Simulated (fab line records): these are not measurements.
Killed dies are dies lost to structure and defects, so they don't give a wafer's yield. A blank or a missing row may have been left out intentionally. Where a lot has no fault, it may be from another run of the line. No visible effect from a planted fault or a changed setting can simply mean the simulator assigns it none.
fab line records	flow n5Finfet
record lots=7	wafers=39
route steps=1938 shown PMOS_HMC_CHANNEL_EPI@64 SPACER0@259 HKMG_FIN@413 BEOL_M2@890
startH: start of the lot's first displayed wafer, in hours after the record's first day	waitH: how many hours have passed since the lot's step before this one	" as in the row above	L1.1+2: several wafers, shown together as one row	- no value present, or no start provided	* or withheld: withheld	< > ~ a bound
route shown NAME@n: a module of which the file shows steps, and the number in the route of the first	usual: average and standard deviation across the fault-free wafers	same: alike in all rows	chamber/n: place in a boat	sites: readings site by site	_std_site: standard deviation across them	_edge_site: outer sites' mean less inner sites'	radiusMm: for every site, how far away it sits from the centre of the wafer	mask NAME#n: copy n	behind: tool/chamber where the wafer was last shaped	hold: reason for holding the lot/hours on hold/outcome of the hold	device: the transistor (n, p or np) that didn't switch	end of line: tests run on the same wafers once the route is complete	where a step has no rows: the recipe by itself	killed: the dies lost at the first sort to structure and to defects; this is not the yield of the wafer	map: shows each die of a wafer: x if killed, . if not, _ if none is there
set.NAME: the setting that was run; set.NAME@STEP: the one run at that earlier step	model.NAME: the simulator's own value behind a step, which no gauge read
lots where settings were altered on purpose, with a table for each step and a row for each wafer
## steps
# step N5_PMOS_HMC_CHANNEL_EPI_DEVELOP_08
# recipe developTimeS=30	developer=TMAH	resist=CAR-ArF-block	devTempC=23	rinseLiquid=diw	dry=airSpin
lot.wafer	tool	chamber	startH	waitH	set.developTimeS
L079.1+2+4	lithoTrack-04	0	-	-	35.16
L079.3+5+6	"	0	"	"	30
L080.1+3+6	lithoTrack-03	0	-	-	30
L080.2+4+5	"	0	"	"	43.32
L083.1+2+4	lithoTrack-04	0	-	-	47.93
L083.3+5+6	"	0	"	"	30
L084.1+2+3	lithoTrack-04	0	-	-	30
L084.4+5+6	"	0	"	"	42.6
L089.1+2+5	lithoTrack-01	0	-	-	18.61
L089.3+4+6	"	0	"	"	30
L090.1+2+3+4+5+6	lithoTrack-04	0	-	-	30
L097.2+3+6	lithoTrack-03	0	-	-	30
# step N5_PMOS_HMC_CHANNEL_EPI_CD_MEAS_09
# recipe targetCdNm=237.4	landingEnergyEv=500	detector=seInlens
# usual cdNm=237.9/0.86
lot.wafer	tool	chamber	startH	waitH	set.developTimeS@PMOS_HMC_CHANNEL_EPI_DEVELOP_08	cdNm
L079.1	cdSem-01	0	47.84	-	35.16	239.0
L079.2	"	0	"	"	35.16	238.6
L079.3	"	0	"	"	30	236.2
L079.4	"	0	"	"	35.16	238.5
L079.5	"	0	"	"	30	237.4
L079.6	"	0	"	"	30	236.6
L080.1	cdSem-01	0	53.36	-	30	238.1
L080.2	"	0	"	"	43.32	239.9
L080.3	"	0	"	"	30	238.1
L080.4	"	0	"	"	43.32	241.1
L080.5	"	0	"	"	43.32	240.4
L080.6	"	0	"	"	30	238.1
L083.1	cdSem-02	0	72.32	-	47.93	241.5
L083.2	"	0	"	"	47.93	241.1
L083.3	"	0	"	"	30	237.3
L083.4	"	0	"	"	47.93	240.7
L083.5	"	0	"	"	30	237.3
L083.6	"	0	"	"	30	238.4
L084.1	cdSem-03	0	77.46	-	30	238.5
L084.2	"	0	"	"	30	238.5
L084.3	"	0	"	"	30	237.4
L084.4	"	0	"	"	42.6	239.1
L084.5	"	0	"	"	42.6	240.1
L084.6	"	0	"	"	42.6	238.9
L089.1	cdSem-02	0	107.24	-	18.61	233.9
L089.2	"	0	"	"	18.61	234.5
L089.3	"	0	"	"	30	237.1
L089.4	"	0	"	"	30	236.5
L089.5	"	0	"	"	18.61	233.1
L089.6	"	0	"	"	30	236.3
L090.1	cdSem-01	0	113.30	-	30	238.2
L090.2	"	0	"	"	30	239.7
L090.3	"	0	"	"	30	238.5
L090.4	"	0	"	"	30	238.6
L090.5	"	0	"	"	30	238.7
L090.6	"	0	"	"	30	237.8
L097.2	cdSem-01	0	155.58	-	30	236.7
L097.3	"	0	"	"	30	237.6
L097.6	"	0	"	"	30	236.8
# step N5_PMOS_HMC_CHANNEL_EPI_DESCUM_14
# recipe chemistry=O2	timeS=7.9	sourcePowerW=50	biasPowerW=20	pressureMtorr=20	rfFrequencyHz=2.712e+07	tempC=40	resist=CAR-ArF-block	o2FlowSccm=225
lot.wafer	tool	chamber	startH	waitH	set.developTimeS@PMOS_HMC_CHANNEL_EPI_DEVELOP_08	model.PMOS_HMC_CHANNEL_EPI.cdNm
L079.1	rieDiel-05	3	47.93	0.0	35.16	238.5
L079.2	"	0	"	"	35.16	238.6
L079.3	"	2	"	"	30	236.4
L079.4	"	1	"	"	35.16	238.3
L079.5	"	0	"	"	30	237.3
L079.6	"	3	"	"	30	-
L080.1	rieDiel-06	0	53.45	0.0	30	238
L080.2	"	3	"	"	43.32	240
L080.3	"	2	"	"	30	237.8
L080.4	"	2	"	"	43.32	240.8
L080.5	"	0	"	"	43.32	240.5
L080.6	"	3	"	"	30	238.1
L083.1	rieDiel-05	1	72.41	0.0	47.93	241.7
L083.2	"	0	"	"	47.93	240.9
L083.3	"	2	"	"	30	237.3
L083.4	"	3	"	"	47.93	241.2
L083.5	"	3	"	"	30	237.4
L083.6	"	2	"	"	30	238.1
L084.1	rieDiel-03	1	77.95	0.4	30	238.1
L084.2	"	2	"	"	30	237.8
L084.3	"	3	"	"	30	237.1
L084.4	"	0	"	"	42.6	238.8
L084.5	"	1	"	"	42.6	240.2
L084.6	"	2	"	"	42.6	239
L089.1	rieDiel-05	2	107.33	0.0	18.61	234
L089.2	"	1	"	"	18.61	234.4
L089.3	"	0	"	"	30	236.7
L089.4	"	3	"	"	30	236.3
L089.5	"	3	"	"	18.61	233.2
L089.6	"	2	"	"	30	236.6
L090.1	rieDiel-06	1	113.38	0.0	30	237.9
L090.2	"	0	"	"	30	239.3
L090.3	"	2	"	"	30	238.3
L090.4	"	3	"	"	30	238.8
L090.5	"	0	"	"	30	238.5
L090.6	"	3	"	"	30	238.1
L097.2	rieDiel-06	0	155.92	0.3	30	236.8
L097.3	"	2	"	"	30	237.7
L097.6	"	3	"	"	30	237
# step N5_PMOS_HMC_CHANNEL_EPI_ETCH_32
# recipe chemistry=N2/H2	target=BARC	stopOn=SiO2	targetDepthA=858	overEtchFrac=0.3	timeS=50.3	ionEnergyEv=200	maskMaterial=CAR-ArF-block	pressureMtorr=30	sourceW=840	biasW=150	n2FlowSccm=200	h2FlowSccm=200
lot.wafer	tool	chamber	startH	waitH	set.developTimeS@PMOS_HMC_CHANNEL_EPI_DEVELOP_08	model.PMOS_HMC_CHANNEL_EPI.cdNm
L079.1	rieDiel-05	3	47.97	0.0	35.16	240.8
L079.2	"	0	"	"	35.16	241.4
L079.3	"	2	"	"	30	239.4
L079.4	"	1	"	"	35.16	241
L079.5	"	0	"	"	30	240
L079.6	"	3	"	"	30	239.2
L080.1	rieDiel-06	0	53.48	0.0	30	240.6
L080.2+5	"	3,0	"	"	43.32	242.9
L080.3	"	2	"	"	30	240.7
L080.4	"	2	"	"	43.32	244
L080.6	"	3	"	"	30	240.8
L083.1	rieDiel-05	1	72.45	0.0	47.93	244
L083.2+4	"	0,3	"	"	47.93	243.7
L083.3	"	2	"	"	30	239.8
L083.5	"	3	"	"	30	240.3
L083.6	"	2	"	"	30	241
L084.1	rieDiel-03	1	77.99	0.0	30	240.8
L084.2	"	2	"	"	30	239.7
L084.3	"	3	"	"	30	239.6
L084.4	"	0	"	"	42.6	241.4
L084.5	"	1	"	"	42.6	242.2
L084.6	"	2	"	"	42.6	240.7
L089.1	rieDiel-05	2	107.36	0.0	18.61	237.3
L089.2	"	1	"	"	18.61	236.7
L089.3	"	0	"	"	30	239.6
L089.4	"	3	"	"	30	238.1
L089.5	"	3	"	"	18.61	235.2
L089.6	"	2	"	"	30	239.4
L090.1	rieDiel-06	1	113.42	0.0	30	240.3
L090.2	"	0	"	"	30	242
L090.3+6	"	2,3	"	"	30	241.1
L090.4	"	3	"	"	30	242.1
L090.5	"	0	"	"	30	241.4
L097.2	rieDiel-06	0	155.95	0.0	30	239.8
L097.3	"	2	"	"	30	241.9
L097.6	"	3	"	"	30	240.9
# step N5_SPACER0_ALD_00
# recipe material=SiOCN	targetThkA=35	tempC=400	aldPrecursorFamily=alkyl-aminosilane	aldCoReactant=O2/N2-plasma	pulseTimeS=3	purgeTimeS=2	coReactantPurgeTimeS=2	aldCycles=58	pressureTorr=2
lot.wafer	tool	chamber	startH	waitH	set.aldCycles	model.SiOCN_of_SPACER0_ALD_00.thkNm
L079.1+4+5	aldSin-01	0,3,1	79.96	0.1	42	2.6
L079.2	"	1	"	"	58	3.4
L079.3+6	"	2	"	"	58	3.6
L080.1+4+6	aldSin-01	0,3,3	87.82	0.1	74	4.4
L080.2+3+5	"	2,1,2	"	"	58	3.4
L083.1+3+6	aldSin-03	1,3,2	102.37	0.1	84	5
L083.2+4+5	"	0,2,3	"	"	58	3.4
L084.1+3+6	aldSin-01	1,2,3	109.06	0.1	58	3.6
L084.2+4+5	"	0,3,2	"	"	44	2.6
L089.1+3+4	aldSin-04	3,1,0	136.98	0.1	39	2.4
L089.2+6	"	2,1	"	"	58	3.4
L089.5	"	0	"	"	58	3.6
L090.1+2+3+4+5+6	aldSin-04	1,0,3,2,3,2	144.50	0.1	58	3.6
L097.2+3+6	aldSin-03	0,3,2	190.63	0.1	58	3.4
# step N5_HKMG_FIN_CVD_62
# recipe material=a-Si	targetThkA=30	tempC=500	precursor=Si2H6	pressureTorr=1	timeS=20.8
lot.wafer	tool	chamber	startH	waitH	set.targetThkA	model.a-Si_of_HKMG_FIN_CVD_62.thkNm
L079.1+6	thermalCvdSi-02	0	113.47	0.2	30	3
L079.2+3+5	"	1,2,2	"	"	40.63	4.2
L079.4	"	1	"	"	30	3.2
L080.1	thermalCvdSi-01	0	115.64	0.2	30	2.8
L080.2+4	"	1,2	"	"	30	3.2
L080.3+5+6	"	2,1,0	"	"	30	3
L083.1+6	thermalCvdSi-02	1,0	127.66	0.2	30	3
L083.2+3+4	"	0,2,2	"	"	21.34	2
L083.5	"	1	"	"	30	2.8
L084.1+3+4	thermalCvdSi-01	2,1,1	134.88	0.2	30	3
L084.2+6	"	0,2	"	"	35.56	3.6
L084.5	"	0	"	"	35.56	3.4
L089.1+4	thermalCvdSi-02	0,2	164.07	0.2	41.94	4
L089.2	"	1	"	"	41.94	4.2
L089.3	"	2	"	"	30	2.8
L089.5+6	"	0,1	"	"	30	3
L090.1	thermalCvdSi-01	1	171.23	0.2	36.88	3.8
L090.2+5	"	0,1	"	"	30	2.8
L090.3	"	2	"	"	30	3
L090.4+6	"	0,2	"	"	36.88	3.6
L097.2+3+6	thermalCvdSi-02	2,0,2	215.14	0.2	30	3
# step N5_BEOL_M2_TRENCH_ETCH_37
# recipe chemistry=C4F6/O2	targetDepthA=555.55	target=SiOC	timeS=29.2	ionEnergyEv=250	pressureMtorr=30	sourceW=355	biasW=185	Ar_flow_sccm=300	C4F6_flow_sccm=10	O2_flow_sccm=10
lot.wafer	tool	chamber	startH	waitH	set.targetDepthA	model.etch.depthNm	model.BEOL_M2.featureDepthNm	model.TiN_of_BEOL_M2_HM_DEP_02.thkNm
L079.1	rieDiel-04	1	-	-	555.55	56.35	56.4	17.8
L079.2	"	2	"	"	415.9	41.91	42	18.4
L079.3	"	3	"	"	555.55	55.49	55.4	18.2
L079.4	"	0	"	"	415.9	41.04	41	18.4
L079.5	"	1	"	"	415.9	42.41	42.4	18.4
L079.6	"	0	"	"	555.55	54.9	55	17.8
L080.1	rieDiel-01	1	-	-	856.7	85.49	85.4	16.4
L080.2	"	0	"	"	856.7	86.26	86.2	16.2
L080.3	"	3	"	"	555.55	55.39	55.4	17.8
L080.4	"	2	"	"	856.7	85.97	86	16.6
L080.5	"	3	"	"	555.55	55.49	55.4	17.8
L080.6	"	2	"	"	555.55	55.86	55.8	17.6
L083.1	rieDiel-01	1	-	-	555.55	55.58	55.6	17.6
L083.2	"	2	"	"	555.55	56.09	56	17.6
L083.3	"	3	"	"	555.55	55.77	55.8	17.6
L083.4	"	1	"	"	555.55	55.35	55.4	17.6
L083.5	"	3	"	"	555.55	55.95	56	17.6
L083.6	"	2	"	"	555.55	56.16	56.2	17.4
L084.1	rieDiel-01	2	-	-	555.55	56.37	56.4	17.8
L084.2	"	0	"	"	382.8	38.29	38.2	18.4
L084.3	"	3	"	"	382.8	38.09	38	18.4
L084.4	"	1	"	"	382.8	37.92	38	18.4
L084.5	"	2	"	"	555.55	55.57	55.6	18
L084.6	"	1	"	"	555.55	55.05	55	18
L089.1	rieDiel-02	3	-	-	861.5	84.6	84.6	17
L089.2	"	1	"	"	861.5	86.82	86.8	16.4
L089.3	"	0	"	"	555.55	55.76	55.8	18
L089.4	"	3	"	"	555.55	54.37	54.4	18
L089.5	"	1	"	"	555.55	55.62	55.6	18
L089.6	"	0	"	"	861.5	86.64	86.6	16.6
L090.1	rieDiel-04	1	-	-	433.6	43.63	43.6	18.2
L090.2	"	3	"	"	555.55	56.5	56.6	17.6
L090.3	"	2	"	"	433.6	43.95	44	18
L090.4	"	0	"	"	555.55	55.11	55.2	17.6
L090.5	"	0	"	"	555.55	54.84	54.8	17.4
L090.6	"	3	"	"	433.6	43.72	43.8	18
L097.2	rieDiel-04	1	-	-	555.55	56.92	57	18
L097.3	"	0	"	"	555.55	56.56	56.6	18
L097.6	"	3	"	"	555.55	57.16	57.2	17.8
# step N5_BEOL_M2_ETCH_41
# recipe chemistry=CH3F/O2	target=SiCN	targetDepthA=299	taperDeg=2	timeS=52.5	ionEnergyEv=120	maskMaterial=TiN	pressureMtorr=30	sourceW=395	biasW=75	Ar_flow_sccm=150	CH3F_flow_sccm=30	O2_flow_sccm=20
# step N5_BEOL_M2_STRIP_97
# recipe chemistry=N2/H2	timeS=10	powerW=450	tempC=40	pressureMtorr=20	rfFrequencyHz=6e+07	biasPowerW=7	n2FlowSccm=200	h2FlowSccm=200
# step N5_BEOL_M2_OCD_MEAS_38
# usual trenchDepthNm=55.7/0.71
lot.wafer	tool	chamber	startH	waitH	set.targetDepthA@BEOL_M2_TRENCH_ETCH_37	trenchDepthNm
L079.1	ocd-02	-	177.63	-	555.55	56.3
L079.2	"	-	"	"	415.9	42.1
L079.3	"	-	"	"	555.55	55.7
L079.4	"	-	"	"	415.9	41.4
L079.5	"	-	"	"	415.9	42.6
L079.6	"	-	"	"	555.55	55.5
L080.1	ocd-02	-	180.28	-	856.7	85.0
L080.2	"	-	"	"	856.7	86.4
L080.3	"	-	"	"	555.55	56.2
L080.4	"	-	"	"	856.7	86.3
L080.5	"	-	"	"	555.55	55.7
L080.6	"	-	"	"	555.55	55.8
L083.1	ocd-02	-	191.28	-	555.55	55.3
L083.2	"	-	"	"	555.55	55.8
L083.3	"	-	"	"	555.55	56.0
L083.4	"	-	"	"	555.55	55.0
L083.5	"	-	"	"	555.55	55.7
L083.6	"	-	"	"	555.55	56.7
L084.1	ocd-01	-	203.51	-	555.55	56.2
L084.2	"	-	"	"	382.8	38.4
L084.3	"	-	"	"	382.8	37.7
L084.4	"	-	"	"	382.8	38.4
L084.5	"	-	"	"	555.55	55.3
L084.6	"	-	"	"	555.55	54.9
L089.1	ocd-01	-	229.64	-	861.5	84.4
L089.2	"	-	"	"	861.5	86.8
L089.3	"	-	"	"	555.55	55.5
L089.4	"	-	"	"	555.55	54.2
L089.5	"	-	"	"	555.55	55.6
L089.6	"	-	"	"	861.5	87.0
L090.1	ocd-01	-	249.63	-	433.6	43.9
L090.2	"	-	"	"	555.55	56.9
L090.3	"	-	"	"	433.6	44.3
L090.4	"	-	"	"	555.55	54.7
L090.5	"	-	"	"	555.55	54.6
L090.6	"	-	"	"	433.6	44.0
L097.2	ocd-02	-	288.96	-	555.55	56.6
L097.3	"	-	"	"	555.55	56.5
L097.6	"	-	"	"	555.55	56.8
# step N5_BEOL_M2_HM_STRIP_39
# recipe chemistry=peroxideTinStrip	material=TiN	targetDepthA=250	tempC=50	timeS=158
# step N5_BEOL_M2_SRD_40
# recipe timeS=30	tempC=23	rinseLiquid=diw	dry=ipaMarangoni
# step N5_BEOL_M2_ECD_50
# recipe material=Cu	targetThkA=3000
# step N5_BEOL_M2_ANNEAL_51
# recipe tempC=225	timeS=90	ambient=N2
# step N5_BEOL_M2_CMP_52
# recipe stopOn=SiOC	tOverpolishS=6.8	downForcePsi=1	platenRpm=50	clearingPlatenDownForcePsi=1.5	clearingPlatenRpm=50	postCmpClean=cuAlkaline	targetThkNm=40	clearingPlatenPadVelocityMS=0.99484	padVelocityMS=0.99484
lot.wafer	tool	chamber	startH	waitH	set.targetDepthA@BEOL_M2_TRENCH_ETCH_37	model.Cu_of_BEOL_M2_ECD_50.thkNm
L079.2	cmp-03	2	181.02	0.4	415.9	28.4
L079.1	"	3	"	"	555.55	43
L079.3	"	0	"	"	555.55	41
L079.4	"	1	"	"	415.9	26.6
L079.6	"	2	"	"	555.55	40.6
L079.5	"	3	"	"	415.9	28
L080.1	cmp-02	2	184.14	0.3	856.7	69.6
L080.4	"	3	"	"	856.7	71.2
L080.3	"	0	"	"	555.55	40
L080.2	"	1	"	"	856.7	71.8
L080.6	"	2	"	"	555.55	41.6
L080.5	"	3	"	"	555.55	39.4
L083.1	cmp-02	2	198.82	0.3	555.55	39
L083.3	"	3	"	"	555.55	40.2
L083.2+6	"	0,2	"	"	555.55	39.8
L083.4	"	1	"	"	555.55	38.6
L083.5	"	3	"	"	555.55	40.8
L084.4+3	cmp-03	0,2	206.98	0.1	382.8	23.2
L084.2	"	1	"	"	382.8	21.8
L084.1	"	3	"	"	555.55	42
L084.5	"	0	"	"	555.55	40.6
L084.6	"	1	"	"	555.55	38.8
L089.2+6	cmp-02	0,1	234.46	0.2	861.5	72.6
L089.3	"	1	"	"	555.55	41.8
L089.1	"	2	"	"	861.5	69
L089.4	"	3	"	"	555.55	39.2
L089.5	"	0	"	"	555.55	40.6
L090.1	cmp-02	2	253.09	0.3	433.6	28.4
L090.4	"	3	"	"	555.55	39.8
L090.2	"	0	"	"	555.55	41.8
L090.3	"	1	"	"	433.6	29.8
L090.6	"	2	"	"	433.6	27.6
L090.5	"	3	"	"	555.55	39.4
L097.3	cmp-03	3	293.29	0.2	555.55	41.6
L097.2	"	2	"	"	555.55	43.4
L097.6	"	0	"	"	555.55	42.6
# step N5_BEOL_M2_THK_MEAS_53
# recipe thkMeasGauge=xrf	reads=Cu_of_BEOL_M2_ECD_50
# usual M2_THK=41.0/1.2
lot.wafer	tool	chamber	startH	waitH	set.targetDepthA@BEOL_M2_TRENCH_ETCH_37	M2_THK[nm]
L079.1	filmMetro-02	-	181.31	-	555.55	43.3
L079.2	"	-	"	"	415.9	28.6
L079.3	"	-	"	"	555.55	41.4
L079.4	"	-	"	"	415.9	26.8
L079.5	"	-	"	"	415.9	28.3
L079.6	"	-	"	"	555.55	40.8
L080.1	filmMetro-01	-	184.44	-	856.7	70.7
L080.2	"	-	"	"	856.7	73.3
L080.3	"	-	"	"	555.55	40.8
L080.4	"	-	"	"	856.7	72.6
L080.5	"	-	"	"	555.55	39.9
L080.6	"	-	"	"	555.55	42.3
L083.1	filmMetro-02	-	199.12	-	555.55	39.5
L083.2	"	-	"	"	555.55	40.0
L083.3	"	-	"	"	555.55	40.3
L083.4	"	-	"	"	555.55	38.9
L083.5	"	-	"	"	555.55	40.9
L083.6	"	-	"	"	555.55	40.2
L084.1	filmMetro-01	-	207.27	-	555.55	42.4
L084.2	"	-	"	"	382.8	21.9
L084.3	"	-	"	"	382.8	23.5
L084.4	"	-	"	"	382.8	23.4
L084.5	"	-	"	"	555.55	41.2
L084.6	"	-	"	"	555.55	39.1
L089.1	filmMetro-02	-	234.76	-	861.5	69.4
L089.2	"	-	"	"	861.5	72.8
L089.3	"	-	"	"	555.55	42.4
L089.4	"	-	"	"	555.55	39.5
L089.5	"	-	"	"	555.55	40.9
L089.6	"	-	"	"	861.5	73.3
L090.1	filmMetro-02	-	253.39	-	433.6	28.5
L090.2	"	-	"	"	555.55	41.9
L090.3	"	-	"	"	433.6	30.0
L090.4	"	-	"	"	555.55	40.0
L090.5	"	-	"	"	555.55	39.5
L090.6	"	-	"	"	433.6	27.5
L097.2	filmMetro-01	-	293.58	-	555.55	44.3
L097.3	"	-	"	"	555.55	42.2
L097.6	"	-	"	"	555.55	43.3
# step N5_BEOL_M2_PRE_CLEAN_60
# recipe gas=NH3/H2	timeS=15	tempC=*	rfPowerW=300
# step N5_BEOL_M2_CO_CAP_55
# recipe material=Co	targetThkA=20	tempC=200	precursor=CCTBA/H2	pressureTorr=30	timeS=102.1
# step N5_BEOL_M2_PRE_CLEAN_56
# recipe gas=NH3	timeS=15	tempC=withheld	rfPowerW=300
# step N5_BEOL_M2_DEP_57
# recipe material=SiCN	targetThkA=80	tempC=withheld	precursor=3MS/NH3	pressureTorr=3	rfW=202	timeS=14
# step N5_BEOL_M2_RS_MEAS_58
# recipe thkMeasGauge=four-point-probe	reads=Co_of_BEOL_M2_CO_CAP_55+Cu_of_BEOL_M2_ECD_50+Co_of_BEOL_M2_CVD_47+TaN_of_BEOL_M2_ALD_84
# usual M2_RS=0.660/0.024
lot.wafer	tool	chamber	startH	waitH	set.targetDepthA@BEOL_M2_TRENCH_ETCH_37	M2_RS[ohm/sq]
L079.1	filmMetro-01	-	181.57	0.0	555.55	0.610
L079.2	"	-	"	"	415.9	1.049
L079.3	"	-	"	"	555.55	0.647
L079.4	"	-	"	"	415.9	1.150
L079.5	"	-	"	"	415.9	1.066
L079.6	"	-	"	"	555.55	0.656
L080.1	filmMetro-02	-	184.70	0.0	856.7	0.336
L080.2	"	-	"	"	856.7	0.324
L080.3	"	-	"	"	555.55	0.669
L080.4	"	-	"	"	856.7	0.327
L080.5	"	-	"	"	555.55	0.681
L080.6	"	-	"	"	555.55	0.636
L083.1	filmMetro-01	-	199.38	0.0	555.55	0.689
L083.2	"	-	"	"	555.55	0.676
L083.3	"	-	"	"	555.55	0.666
L083.4	"	-	"	"	555.55	0.699
L083.5	"	-	"	"	555.55	0.652
L083.6	"	-	"	"	555.55	0.674
L084.1	filmMetro-01	-	207.57	0.0	555.55	0.628
L084.2	"	-	"	"	382.8	1.507
L084.3	"	-	"	"	382.8	1.380
L084.4	"	-	"	"	382.8	1.384
L084.5	"	-	"	"	555.55	0.657
L084.6	"	-	"	"	555.55	0.698
L089.1	filmMetro-02	-	235.03	0.1	861.5	0.340
L089.2	"	-	"	"	861.5	0.320
L089.3	"	-	"	"	555.55	0.630
L089.4	"	-	"	"	555.55	0.687
L089.5	"	-	"	"	555.55	0.654
L089.6	"	-	"	"	861.5	0.319
L090.1	filmMetro-01	-	253.66	0.0	433.6	1.051
L090.2	"	-	"	"	555.55	0.631
L090.3	"	-	"	"	433.6	0.981
L090.4	"	-	"	"	555.55	0.671
L090.5	"	-	"	"	555.55	0.683
L090.6	"	-	"	"	433.6	1.095
L097.2	filmMetro-01	-	293.94	0.1	555.55	0.602
L097.3	"	-	"	"	555.55	0.636
L097.6	"	-	"	"	555.55	0.618
## key
split step=N5_PMOS_HMC_CHANNEL_EPI_DEVELOP_08	setting=developTimeS	stated=30	by=wafer
response step=N5_PMOS_HMC_CHANNEL_EPI_CD_MEAS_09	reading=cdNm	change=+0.0556	per=1%	r=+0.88
response step=N5_PMOS_HMC_CHANNEL_EPI_DESCUM_14	reading=model.PMOS_HMC_CHANNEL_EPI.cdNm	change=+0.058	per=1%	r=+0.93
response step=N5_PMOS_HMC_CHANNEL_EPI_ETCH_32	reading=model.PMOS_HMC_CHANNEL_EPI.cdNm	change=+0.0554	per=1%	r=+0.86
split step=N5_SPACER0_ALD_00	setting=aldCycles	stated=58	by=wafer
response step=N5_SPACER0_ALD_00	reading=model.SiOCN_of_SPACER0_ALD_00.thkNm	change=+0.0355	per=1%	r=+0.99
split step=N5_HKMG_FIN_CVD_62	setting=targetThkA	stated=30	by=wafer
response step=N5_HKMG_FIN_CVD_62	reading=model.a-Si_of_HKMG_FIN_CVD_62.thkNm	change=+0.0309	per=1%	r=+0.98
split step=N5_BEOL_M2_TRENCH_ETCH_37	setting=targetDepthA	stated=555.55	by=wafer
response step=N5_BEOL_M2_TRENCH_ETCH_37	reading=model.etch.depthNm	change=+0.557	per=1%	r=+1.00
response step=N5_BEOL_M2_TRENCH_ETCH_37	reading=model.BEOL_M2.featureDepthNm	change=+0.557	per=1%	r=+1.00
response step=N5_BEOL_M2_TRENCH_ETCH_37	reading=model.TiN_of_BEOL_M2_HM_DEP_02.thkNm	change=-0.0228	per=1%	r=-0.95
response step=N5_BEOL_M2_OCD_MEAS_38	reading=trenchDepthNm	change=+0.555	per=1%	r=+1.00
response step=N5_BEOL_M2_CMP_52	reading=model.Cu_of_BEOL_M2_ECD_50.thkNm	change=+0.56	per=1%	r=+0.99
response step=N5_BEOL_M2_THK_MEAS_53	reading=M2_THK	change=+0.566	per=1%	r=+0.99
response step=N5_BEOL_M2_RS_MEAS_58	reading=M2_RS	shape=bent	atLowest=1.424	atStated=0.656	atHighest=0.326
